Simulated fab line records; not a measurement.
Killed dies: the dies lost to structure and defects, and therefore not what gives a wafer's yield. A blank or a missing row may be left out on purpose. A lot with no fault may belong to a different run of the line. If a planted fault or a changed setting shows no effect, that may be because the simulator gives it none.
fab line records    flow nandHarc
[record] lots = 6  wafers = 18  lastDay = 23
route steps=1159 shown P_M1@297
lots untouched by any fault: they come from a run of this same line in which no faults occurred
startH: hours from the record's first day to the start of the lot's first wafer shown    waitH: how many hours have passed since the lot's step before this one    " repeats the value in the row above    L1.1+2: a row that stands for several wafers    - no value present, or no start provided    * or withheld: withheld    < > ~ a bound
route shown NAME@n: names a module that has steps shown in the file, with the first one's number in the route    usual: average and standard deviation across the fault-free wafers    same: alike in all rows    chamber/n: place in a boat    sites: the reading at each site    _std_site: how widely they spread, as a standard deviation    _edge_site: inner sites' mean taken away from outer sites' mean    radiusMm: for every site, how far away it sits from the centre of the wafer    mask NAME#n: copy n    behind: the most recent tool/chamber to have shaped the wafer    hold: cause of the lot's hold/its duration in hours/its outcome    device: the n, p or np transistor that did not switch    end of line: the route-end tests of the same wafers    step lacking rows: just its recipe    killed: not the wafer's yield, but the dies lost to structure and defects at the first sort    map: a wafer's dies, x killed, . not, _ none there
set.NAME: setting as actually run; set.NAME@STEP: the setting as run at that earlier step    model.NAME: the simulator's own value behind a step, which no gauge read
a table for each step, a row for each wafer; lots at some steps of the route
services: the hour from which a tool's chamber was out of use, counted from the record's first day as startH (under 0 if before that day), plus the number of hours and why
[[steps]]
[step NHARC_P_M1_INSPECT_11]
[usual] rawDefectCount = 4.4/2.8
lot.wafer  tool              chamber  startH  waitH  rawDefectCount
L848.1     defectInspect-01  -        135.52  0.0    4
L848.3     "                 -        "       "      1
L848.6     "                 -        "       "      6
L850.1     defectInspect-01  -        143.50  0.0    5
L850.4     "                 -        "       "      0
L850.6     "                 -        "       "      5
L855.2     defectInspect-02  -        170.00  0.0    9
L855.4     "                 -        "       "      8
L855.6     "                 -        "       "      10
L856.3     defectInspect-02  -        170.59  0.0    6
L856.4     "                 -        "       "      3
L856.5     "                 -        "       "      6
L857.2     defectInspect-02  -        188.46  0.0    1
L857.3     "                 -        "       "      7
L857.6     "                 -        "       "      2
L861.3     defectInspect-01  -        220.19  0.0    2
L861.4     "                 -        "       "      3
L861.6     "                 -        "       "      8
[step NHARC_P_M1_DESCUM_14]
[recipe] timeS = 3  o2FlowSccm = 200  arFlowSccm = 0  biasPowerW = 0  chemistry = O2
[step NHARC_P_M1_ETCH_35]
[recipe] targetDepthA = 400  overetchA = 120  timeS = 43.94  ionEnergyEv = 200  n2FlowSccm = 150  h2FlowSccm = 150  arFlowSccm = 0  rfW = 400  biasW = 150  chemistry = N2/H2
[usual] drypumpMotorCurrentA = 5.8/0.49  mfcArSccm = 0.009/0.011  oesProductAu = 0.999/0.011  rfVppV = 430.7/2.8  showerheadPlenumPTorr = 2.05/0.099  throttleValvePct = 14.170/0.0091
lot.wafer  tool        chamber  startH  waitH  drypumpMotorCurrentA  mfcArSccm  oesProductAu  rfHoursCounterH  rfVppV  showerheadPlenumPTorr  throttleValvePct
L848.1     rieDiel-09  1        135.68  0.1    5.0                   0.027      0.977         1                436.2   2.21                   14.165
L848.3     "           3        "       "      6.0                   0          0.982         1                428.9   1.98                   14.166
L848.6     "           1        "       "      5.0                   0.027      0.970         -                435.8   2.21                   14.164
L850.4     rieDiel-09  0        143.65  0.1    5.3                   0          1.008         1                430.1   2.04                   14.168
L850.1     "           2        "       "      5.9                   0.002      1.011         1                434.0   2.18                   14.177
L850.6     "           1        "       "      5.0                   0.027      0.983         -                435.5   2.21                   14.176
L855.2     rieDiel-09  1        170.17  0.1    5.0                   0.027      1.005         2                434.1   2.21                   14.178
L855.4     "           2        "       "      5.9                   0.002      1.031         2                435.0   2.18                   14.154
L855.6     "           0        "       "      5.3                   0          1.011         -                429.6   2.04                   14.159
L856.4     rieDiel-09  2        170.73  0.1    5.9                   0.002      1.020         2                434.7   2.18                   14.168
L856.3     "           1        "       "      5.0                   0.027      0.994         2                435.3   2.21                   14.178
L856.5     "           2        "       "      5.9                   0.002      1.023         -                434.0   2.18                   14.168
L857.2     rieDiel-10  1        188.61  0.1    5.2                   0          0.996         0                432.8   2.10                   14.172
L857.3     "           2        "       "      5.8                   0.025      0.992         0                435.1   2.19                   14.174
L857.6     "           1        "       "      5.3                   0          1.000         -                431.8   2.10                   14.169
L861.4     rieDiel-10  0        220.34  0.1    6.0                   0.003      0.987         3                428.0   1.93                   14.186
L861.3     "           2        "       "      5.9                   0.025      1.003         2                434.3   2.19                   14.181
L861.6     "           3        "       "      6.7                   0.023      1.006         -                427.6   2.00                   14.160
[step NHARC_P_M1_ETCH_15]
[recipe] targetDepthA = 1825  timeS = 91.2  c4f8FlowSccm = withheld  arFlowSccm = 400  rfW = 600  biasW = 300  chemistry = C4F8/Ar
[step NHARC_P_M1_CD_MEAS_16]
[usual] cdNm = 130.2/0.93
lot.wafer  tool      chamber  startH  waitH  cdNm
L848.1     cdSem-01  -        135.93  -      130.8
L848.3     "         -        "       "      131.5
L848.6     "         -        "       "      130.9
L850.1     cdSem-03  -        143.87  -      130.0
L850.4     "         -        "       "      130.3
L850.6     "         -        "       "      129.9
L855.2     cdSem-02  -        170.37  -      129.5
L855.4     "         -        "       "      131.3
L855.6     "         -        "       "      130.4
L856.3     cdSem-03  -        170.96  -      130.8
L856.4     "         -        "       "      131.0
L856.5     "         -        "       "      131.5
L857.2     cdSem-01  -        188.82  -      128.4
L857.3     "         -        "       "      129.2
L857.6     "         -        "       "      128.7
L861.3     cdSem-03  -        220.68  -      128.8
L861.4     "         -        "       "      130.2
L861.6     "         -        "       "      130.4
[step NHARC_P_M1_STRIP_18]
[recipe] powerW = 1000  n2FlowSccm = 150  h2FlowSccm = 150  arFlowSccm = 0  biasW = 0  chemistry = N2/H2
[step NHARC_P_M1_ETCH_28]
[recipe] targetDepthA = 300  overEtchFrac = 0.3  timeS = 72.99  ionEnergyEv = 150  cf4FlowSccm = 50  n2FlowSccm = 100  arFlowSccm = 150  rfW = 300  biasW = 100  chemistry = CF4/N2
[step NHARC_P_M1_STRIP_19]
[recipe] timeS = 600  tempC = 30  chemistry = postEtchResidueRemover
[step NHARC_P_M1_DEGAS_29]
[recipe] tempC = 250  timeS = 60
[usual] heaterPowerW = 339/41
lot.wafer  tool           chamber  startH  waitH  heaterPowerW
L848.3     pvdSputter-01  -        136.67  -      364
L848.1     "              -        "       "      430
L848.6     "              -        "       "      361
L850.4     pvdSputter-01  -        144.60  -      302
L850.1     "              -        "       "      280
L850.6     "              -        "       "      314
L855.2     pvdSputter-02  -        171.19  -      345
L855.4     "              -        "       "      359
L855.6     "              -        "       "      343
L856.4     pvdSputter-03  -        171.88  -      350
L856.3     "              -        "       "      304
L856.5     "              -        "       "      339
L857.3     pvdSputter-01  -        189.54  -      409
L857.2     "              -        "       "      278
L857.6     "              -        "       "      352
L861.3     pvdSputter-03  -        221.39  -      307
L861.4     "              -        "       "      347
L861.6     "              -        "       "      307
[step NHARC_P_M1_PRE_CLEAN_30]
[recipe] timeS = 30  tempC = 280  gas = H2/He
[usual] heaterPowerW = 418/47
lot.wafer  tool           chamber  startH  waitH  heaterPowerW
L848.3     pvdSputter-01  -        -       -      387
L848.1     "              -        "       "      349
L848.6     "              -        "       "      340
L850.1     pvdSputter-01  -        -       -      436
L850.4     "              -        "       "      381
L850.6     "              -        "       "      517
L855.4     pvdSputter-02  -        -       -      452
L855.2     "              -        "       "      358
L855.6     "              -        "       "      432
L856.4     pvdSputter-03  -        -       -      432
L856.3     "              -        "       "      392
L856.5     "              -        "       "      421
L857.2     pvdSputter-01  -        -       -      340
L857.3     "              -        "       "      436
L857.6     "              -        "       "      494
L861.4     pvdSputter-03  -        -       -      427
L861.3     "              -        "       "      374
L861.6     "              -        "       "      420
[step NHARC_P_M1_PVD_20]
[recipe] targetThkA = 50  biasV = 168.6  powerW = 15000  chamberPressurePa = 0.12  timeS = 8.06  substrateTempC = 50  material = TaN
[usual] throttleValvePct = 30.1/1.1
lot.wafer  tool           chamber  startH  waitH  throttleValvePct
L848.3     pvdSputter-01  -        -       -      28.3
L848.1     "              -        "       "      29.5
L848.6     "              -        "       "      28.3
L850.1     pvdSputter-01  -        -       -      30.8
L850.4     "              -        "       "      29.6
L850.6     "              -        "       "      30.8
L855.4     pvdSputter-02  -        -       -      28.7
L855.2     "              -        "       "      31.4
L855.6     "              -        "       "      29.7
L856.4     pvdSputter-03  -        -       -      29.8
L856.3     "              -        "       "      30.7
L856.5     "              -        "       "      29.8
L857.3     pvdSputter-01  -        -       -      30.3
L857.2     "              -        "       "      30.8
L857.6     "              -        "       "      28.8
L861.3     pvdSputter-03  -        -       -      30.3
L861.4     "              -        "       "      28.0
L861.6     "              -        "       "      30.7
[step NHARC_P_M1_PVD_21]
[recipe] targetThkA = 300  chamberPressurePa = 5  powerW = 5000  substrateTempC = 30  timeS = 20.49  material = Cu
[usual] throttleValvePct = 30.0/1.1
lot.wafer  tool           chamber  startH  waitH  throttleValvePct
L848.1     pvdSputter-01  -        -       -      29.7
L848.3     "              -        "       "      31.2
L848.6     "              -        "       "      29.5
L850.4     pvdSputter-01  -        -       -      30.9
L850.1     "              -        "       "      29.6
L850.6     "              -        "       "      31.0
L855.2     pvdSputter-02  -        -       -      31.2
L855.4     "              -        "       "      29.4
L855.6     "              -        "       "      29.0
L856.4     pvdSputter-03  -        -       -      30.4
L856.3     "              -        "       "      28.1
L856.5     "              -        "       "      28.0
L857.2     pvdSputter-01  -        -       -      30.8
L857.3     "              -        "       "      30.4
L857.6     "              -        "       "      30.3
L861.4     pvdSputter-03  -        -       -      27.8
L861.3     "              -        "       "      30.2
L861.6     "              -        "       "      27.8
[step NHARC_P_M1_ECD_22]
[recipe] targetThkA = 4000  bathTempC = 25  material = Cu
lot.wafer   tool      chamber  startH  waitH
L848.1+3+6  ecdCu-02  0,0,1    137.18  -
L850.1+4+6  ecdCu-02  0,0,1    145.10  -
L855.2+4+6  ecdCu-01  0,0,1    172.16  -
L855.2+4+6  ecdCu-01  0,0,1    172.72  -
L856.4+3+5  ecdCu-02  1,0,0    172.34  -
L857.2+3+6  ecdCu-01  0        189.90  -
L861.3+4+6  ecdCu-02  0,1,0    221.85  -
L861.3+4+6  ecdCu-02  0,1,0    222.57  -
[step NHARC_P_M1_ANNEAL_31]
[recipe] tempC = 225  timeS = 90
[step NHARC_P_M1_CMP_23]
[recipe] tOverpolishS = 20  targetThkNm = 157.82
[usual] motorCurrentA = 11.4/1.2  timeToEndpointS = 28.3/3
lot.wafer  tool    chamber  startH  waitH  motorCurrentA  timeToEndpointS
L848.3     cmp-03  0        137.91  -      10.2           27.2
L848.1     "       3        "       "      9.1            27.4
L848.6     "       0        "       "      10.0           26.0
L850.1     cmp-01  2        146.06  -      12.3           29.3
L850.4     "       0        "       "      13.0           31.6
L850.6     "       1        "       "      10.8           28.6
L856.3     cmp-01  3        172.99  -      11.3           24.9
L856.4     "       0        "       "      12.8           31.3
L856.5     "       3        "       "      11.4           30.6
L855.2     cmp-02  1        173.58  -      11.9           64.9
L855.4     "       0        "       "      10.6           56.2
L855.6     "       1        "       "      11.5           61.8
L857.2     cmp-02  2        190.61  -      12.2           30.5
L857.3     "       3        "       "      12.6           32.5
L857.6     "       2        "       "      12.4           30.6
L861.3     cmp-01  1        223.46  -      11.1           56.5
L861.4     "       2        "       "      12.1           55.7
L861.6     "       1        "       "      10.6           53.6
[step NHARC_P_M1_THK_MEAS_24]
[recipe] thkMeasGauge = xrf
[usual] thkNm = 157.8/1.7
lot.wafer  tool          chamber  startH  waitH  thkNm
L848.1     filmMetro-02  -        138.22  -      157.0
L848.3     "             -        "       "      156.1
L848.6     "             -        "       "      157.2
L850.1     filmMetro-01  -        146.34  -      159.3
L850.4     "             -        "       "      159.8
L850.6     "             -        "       "      159.4
L856.3     filmMetro-01  -        173.28  -      156.8
L856.4     "             -        "       "      159.3
L856.5     "             -        "       "      156.8
L855.2     filmMetro-01  -        173.89  -      160.0
L855.4     "             -        "       "      158.1
L855.6     "             -        "       "      160.0
L857.2     filmMetro-01  -        190.93  -      158.5
L857.3     "             -        "       "      158.3
L857.6     "             -        "       "      158.9
L861.3     filmMetro-01  -        223.78  -      157.7
L861.4     "             -        "       "      157.8
L861.6     "             -        "       "      157.4
[[services]]
tool           chamber  startH  hours  kind
cmp-02         -        115.92  2.5    repair
cmp-01         -        118.77  1.9    repair
cmp-02         -        128.50  4.0    pm
rieDiel-09     0        130.18  6.9    repair
rieDiel-09     1        135.10  -      clean
rieDiel-09     2        135.10  -      clean
cmp-01         -        135.46  0.5    repair
rieDiel-10     1        139.59  3.5    repair
pvdSputter-02  -        143.62  3.0    repair
cmp-02         -        150.27  0.6    repair
cmp-02         -        155.87  0.5    repair
cmp-03         -        156.13  4.0    pm
pvdSputter-03  -        160.72  0.7    repair
rieDiel-10     1        160.92  7.2    repair
pvdSputter-03  -        163.43  1.7    repair
pvdSputter-01  -        167.55  5.1    repair
rieDiel-10     -        176.50  9.0    pm
ecdCu-01       -        177.60  1.3    repair
cmp-01         -        179.50  4.0    pm
ecdCu-02       -        180.00  8.0    pm
cmp-02         -        185.17  0.9    repair
cmp-02         -        188.79  0.2    repair
cmp-03         -        210.06  10.7   repair
pvdSputter-02  -        214.00  10.0   pm
[[key]]
[firstSign] step = NHARC_P_M1_ECD_22  reading = visit  direction = added
[effect] step = NHARC_P_M1_CMP_23  reading = timeToEndpointS  direction = up  sigmas = 10  usual = *  struck = *
metAt NHARC_P_M1_ECD_22
struckWafers L855.2,L855.4,L855.6,L861.3,L861.4,L861.6
[fault] kind = repeatedStepWhole  tool = ecdCu-01,ecdCu-02  chamber = -  onsetH = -  steps = NHARC_P_M1_ECD_22  times = 1  scope = struckLotsOnly
